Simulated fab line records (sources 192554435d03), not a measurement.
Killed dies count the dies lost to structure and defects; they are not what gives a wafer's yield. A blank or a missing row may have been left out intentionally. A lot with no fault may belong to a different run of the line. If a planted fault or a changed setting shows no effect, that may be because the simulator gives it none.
What tool caused it? | flow n5Finfet | 29 wafers from 10 lots sampled at 5 of the route's 1938 steps

## WHAT THE GAUGES SHOWED, per wafer
N5_BEOL_M4_RC_MEAS_101. Usual: CJ_P 5.70, standard deviation 0.3; DIBL_N 36.1 mV/V, standard deviation 2.5; DIBL_P 36 mV/V, standard deviation 3.3; IOFF_N 0.16 nA/um, standard deviation 0.046; IOFF_P 0.20 nA/um, standard deviation 0.051; IOFF_P_85C 3.5 nA/um, standard deviation 0.75; IOFF_P_LIN 0.094 nA/um, standard deviation 0.018; ION_N 676 uA/um, standard deviation 16; ION_P 462 uA/um, standard deviation 11; SS_N 71.6 mV/dec, standard deviation 0.87; SS_P 73.2 mV/dec, standard deviation 0.86; VT_N 251 mV, standard deviation 4.4; VT_P -252 mV, standard deviation 4.6; VT_P_LVT -100 mV, standard deviation 4.2.
lot  | measured     | on        | CJ_P           | DIBL_N (mV/V)  | DIBL_P (mV/V) | IOFF_N (nA/um) | IOFF_P (nA/um)   | IOFF_P_85C (nA/um) | IOFF_P_LIN (nA/um) | ION_N (uA/um) | ION_P (uA/um) | SS_N (mV/dec)  | SS_P (mV/dec)    | VT_N (mV)   | VT_P (mV)      | VT_P_LVT (mV)  | flag
L584 | day 9 00:22  | prober-02 | 5.79 6.07 5.73 | 39.6 32.8 35.8 | 40 33 34      | 0.22 0.11 0.17 | 0.24 0.14 0.17   | 4.2 2.7 3.1        | 0.106 0.074 0.084  | 684 672 671   | 462 458 455   | 72.7 70.8 72.8 | 74.3 72.5 72.4   | 247 257 255 | -252 -255 -253 | -98 -106 -103  | 
L587 | day 10 15:59 | prober-01 | 6.06 5.84 6.18 | 41.4 34.6 33.7 | 40 34 32      | 0.26 0.13 0.11 | 0.23 0.16 0.14   | 3.9 2.9 2.6        | 0.100 0.079 0.072  | 679 680 660   | 461 467 451   | 74.1 71.1 70.6 | 74.1 72.8 72.3   | 248 254 255 | -252 -253 -256 | -99 -103 -105  | 
L589 | day 11 07:46 | prober-02 | 5.76 6.29 5.92 | 36.1 34.7 37.5 | 38 37 40      | 0.14 0.13 0.17 | 0.17 0.16 0.21   | 3.1 2.9 3.6        | 0.084 0.078 0.096  | 685 680 683   | 462 460 468   | 72.3 70.9 72.2 | 73.4 73.3 73.8   | 253 252 250 | -256 -254 -252 | -104 -105 -101 | 
L590 | day 10 19:55 | prober-01 | 5.51 5.57 5.71 | 33.5 36.6 35.9 | 33 37 36      | 0.12 0.17 0.15 | 0.16 0.22 0.19   | 2.9 3.9 3.5        | 0.084 0.106 0.096  | 688 677 699   | 473 462 472   | 70.3 72.3 71.2 | 72.1 73.1 72.9   | 253 247 251 | -253 -251 -251 | -101 -96 -99   | 
L592 | day 11 16:38 | prober-01 | 5.98 5.75 5.80 | 36.5 36.9 40.5 | 35 35 39      | 0.14 0.15 0.22 | 0.17 0.16 0.22   | 3.0 2.9 3.8        | 0.081 0.081 0.097  | 668 670 653   | 459 453 444   | 72.1 71.8 72.6 | 72.6 73.1 74.3   | 254 251 250 | -255 -254 -252 | -103 -103 -101 | 
L593 | day 12 02:23 | prober-02 | 5.24 5.27 5.03 | 36.7 36.9 33.7 | 35 36 34      | 0.16 0.16 0.12 | 0.22 0.22 0.19   | 3.9 3.8 3.4        | 0.108 0.103 0.096  | 694 689 669   | 474 472 471   | 71.3 72.2 71.1 | 73.3 73.1 72.6   | 246 250 254 | -247 -249 -251 | -97 -98 -99    | 
L594 | day 12 06:24 | prober-02 | 5.15 6.01 5.01 | 39.0 34.0 33.2 | 35 30 29      | 0.18 0.10 0.10 | 0.17 0.12 0.11   | 3.2 2.3 2.2        | 0.084 0.066 0.062  | 661 657 666   | 443 450 447   | 73.2 70.7 70.3 | 73.4 72.7 71.5   | 254 258 260 | -253 -259 -262 | -102 -106 -107 | 
L595 | day 12 06:50 | prober-01 | 6.03 4.35 4.66 | 35.4 34.7 36.0 | 35 147 92     | 0.18 0.17 0.18 | 0.18 74.31 17.48 | 3.2 499.1 145.7    | 0.092 1.006 0.460  | 668 690 692   | 453 523 510   | 72.7 71.2 71.7 | 72.9 151.2 120.3 | 246 245 246 | -251 -234 -236 | -98 -80 -82    | OFF
L600 | day 13 19:08 | prober-01 | 5.31 5.37      | 37.3 39.0      | 81 38         | 0.16 0.18      | 10.51 0.20       | 99.3 3.6           | 0.339 0.097        | 683 680       | 503 457       | 71.2 72.0      | 112.9 73.3       | 250 252     | -238 -252      | -84 -96        | OFF
L605 | day 15 02:44 | prober-01 | 6.03 5.89 6.23 | 40.5 39.1 35.2 | 40 40 34      | 0.22 0.21 0.11 | 0.27 0.30 0.19   | 4.5 4.8 3.3        | 0.121 0.131 0.093  | 656 690 630   | 451 481 447   | 73.0 72.1 70.9 | 73.8 74.3 72.7   | 252 248 256 | -249 -245 -251 | -96 -94 -100   | 

## WHAT TOOL EACH LOT RAN ON (gives the tool, then ch and the chambers of the sampled wafers, and finally the start)
lot  | N5_SD_EPI_P_SD_RECESS_17       | N5_BEOL_M4_ANNEAL_87        | N5_BEOL_M4_ANNEAL_89        | N5_BEOL_M4_DEP_57
L584 | rieSi-05 ch 0,2,3, day 3 14:36 | pvdSputter-03, day 8 22:10  | pvdSputter-03, day 8 22:23  | pecvd-03 ch 0,1,2, day 9 00:15
L587 | rieSi-01 ch 1,2, day 4 07:10   | pvdSputter-03, day 10 13:25 | pvdSputter-03, day 10 13:38 | pecvd-03 ch 0,2, day 10 15:43
L589 | rieSi-05 ch 0,3, day 4 19:57   | pvdSputter-03, day 11 05:39 | pvdSputter-03, day 11 05:52 | pecvd-04 ch 0,1,2, day 11 07:39
L590 | rieSi-01 ch 1,2, day 5 02:02   | pvdSputter-03, day 10 17:43 | pvdSputter-03, day 10 17:56 | pecvd-04 ch 1,2, day 10 19:47
L592 | rieSi-01 ch 0,1, day 5 10:39   | pvdSputter-02, day 11 14:21 | pvdSputter-02, day 11 14:34 | pecvd-03 ch 0,2, day 11 16:22
L593 | rieSi-01 ch 2,3, day 5 21:55   | pvdSputter-01, day 12 00:12 | pvdSputter-01, day 12 00:25 | pecvd-04 ch 0,1, day 12 02:16
L594 | rieSi-01 ch 0,3, day 6 01:10   | pvdSputter-01, day 12 03:59 | pvdSputter-01, day 12 04:14 | pecvd-03 ch 0,1, day 12 06:08
L595 | rieSi-01 ch 0,1,2, day 6 08:36 | pvdSputter-03, day 12 04:41 | pvdSputter-03, day 12 04:54 | pecvd-02 ch 0,1,2, day 12 06:41
L600 | rieSi-01 ch 1,3, day 7 12:16   | pvdSputter-02, day 13 16:24 | pvdSputter-02, day 13 16:37 | pecvd-02 ch 0,1, day 13 18:52
L605 | rieSi-03 ch 0,1,2, day 8 18:16 | pvdSputter-03, day 15 00:25 | pvdSputter-03, day 15 00:38 | pecvd-02 ch 0,1,2, day 15 02:28
- N5_SD_EPI_P_SD_RECESS_17: chemistry HBr/Cl2/O2, target depth 39.1 nm, bt time 3 s.
- N5_BEOL_M4_ANNEAL_87: time 240 s.
- N5_BEOL_M4_ANNEAL_89: time 240 s.
- N5_BEOL_M4_DEP_57: deposits SiCN from 3MS/NH3, target thk 8 nm, time 14 s.

## AS READ BY THE TOOLS THEMSELVES (means over the sampled wafers that have a number; for cases with no such wafer, the mark the record gives instead)
N5_SD_EPI_P_SD_RECESS_17. Usual: drypumpMotorCurrentA 5.6 A, standard deviation 0.36; heBacksideLeakSccm 2.8 sccm, standard deviation 0.32; oesProductAu 0.994 a.u., standard deviation 0.012; throttleValvePct 37.1 %, standard deviation 0.49.
lot  | tool     | drypumpMotorCurrentA (A) | heBacksideLeakSccm (sccm) | oesProductAu (a.u.) | throttleValvePct (%) | flag
L584 | rieSi-05 | 5.7                      | 2.7                       | 1.003               | 36.8                 | 
L587 | rieSi-01 | 5.9                      | 3.0                       | 0.980               | 36.9                 | 
L589 | rieSi-05 | 5.5                      | 3.2                       | 1.001               | 37.2                 | 
L590 | rieSi-01 | 5.8                      | 2.9                       | 0.992               | 37.0                 | 
L592 | rieSi-01 | 5.5                      | 2.8                       | 0.992               | 36.9                 | 
L593 | rieSi-01 | 5.8                      | 2.9                       | 0.977               | 37.0                 | 
L594 | rieSi-01 | 5.5                      | 2.7                       | 0.999               | 37.2                 | 
L595 | rieSi-01 | 5.7                      | 2.9                       | 0.984               | 36.9                 | 
L600 | rieSi-01 | 5.7                      | 2.6                       | 0.996               | 37.2                 | 
L605 | rieSi-03 | 5.4                      | 2.6                       | 0.992               | 37.7                 | 

N5_BEOL_M4_ANNEAL_87. Usual: 816 W for heaterPowerW, sd 44.
lot  | tool          | heaterPowerW (W) | flag
L584 | pvdSputter-03 | 815              | 
L587 | pvdSputter-03 | 838              | 
L589 | pvdSputter-03 | 820              | 
L590 | pvdSputter-03 | 843              | 
L592 | pvdSputter-02 | 754              | 
L593 | pvdSputter-01 | 839              | 
L594 | pvdSputter-01 | 876              | 
L595 | pvdSputter-03 | 820              | 
L600 | pvdSputter-02 | 741              | 
L605 | pvdSputter-03 | 841              | 

N5_BEOL_M4_ANNEAL_89. Usual: 814 W for heaterPowerW, sd 44.
lot  | tool          | heaterPowerW (W) | flag
L584 | pvdSputter-03 | 822              | 
L587 | pvdSputter-03 | 842              | 
L589 | pvdSputter-03 | 829              | 
L590 | pvdSputter-03 | 837              | 
L592 | pvdSputter-02 | 756              | 
L593 | pvdSputter-01 | 829              | 
L594 | pvdSputter-01 | 864              | 
L595 | pvdSputter-03 | 806              | 
L600 | pvdSputter-02 | 743              | 
L605 | pvdSputter-03 | 843              | 

N5_BEOL_M4_DEP_57. Usual: showerheadPlenumPTorr 3.657 Torr, standard deviation 0.012; throttleValvePct 9.1 %, standard deviation 0.46.
lot  | tool     | showerheadPlenumPTorr (Torr) | throttleValvePct (%) | flag
L584 | pecvd-03 | 3.660                        | 9.5                  | 
L587 | pecvd-03 | 3.662                        | 8.8                  | 
L589 | pecvd-04 | 3.657                        | 8.9                  | 
L590 | pecvd-04 | 3.666                        | 9.1                  | 
L592 | pecvd-03 | 3.659                        | 9.2                  | 
L593 | pecvd-04 | 3.649                        | 9.3                  | 
L594 | pecvd-03 | 3.651                        | 9.7                  | 
L595 | pecvd-02 | 3.658                        | 8.5                  | 
L600 | pecvd-02 | 3.656                        | 8.7                  | 
L605 | pecvd-02 | 3.658                        | 8.6                  | 

## THE ANSWER, worked out from the rows above alone
Rule: a lot counts as off when the mean over its wafers that have a number is more than 3 standard deviations away from the usual mean. A lot without any number at a reading at which 4 lots or more have one is off too. The other lots that the step has rows for count as sound. First the gauges in route order, then the tools' own readings, where a lot's mean is used as printed above. At the first step where some lot is off, the reading lying furthest off is the one used; lots without a number count as furthest.
Off: at N5_BEOL_M4_RC_MEAS_101 (IOFF_P), L595, L600.
If a tool, at a process step before that reading, ran all the lots that are off and no sound lot after the first of them, it fits. The gauges at N5_BEOL_M4_RC_MEAS_101 are tried like those tools. One fits: rieSi-01 at N5_SD_EPI_P_SD_RECESS_17. Its last sound lot is L594 (day 6 01:10), its first lot that is off L595 (day 6 08:36): a fault that began between those two fits.

## WHAT THE SIMULATOR PUT IN
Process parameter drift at N5_SD_EPI_P_SD_RECESS_17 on rieSi-01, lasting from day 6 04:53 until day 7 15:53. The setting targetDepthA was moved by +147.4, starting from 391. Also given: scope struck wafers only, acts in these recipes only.
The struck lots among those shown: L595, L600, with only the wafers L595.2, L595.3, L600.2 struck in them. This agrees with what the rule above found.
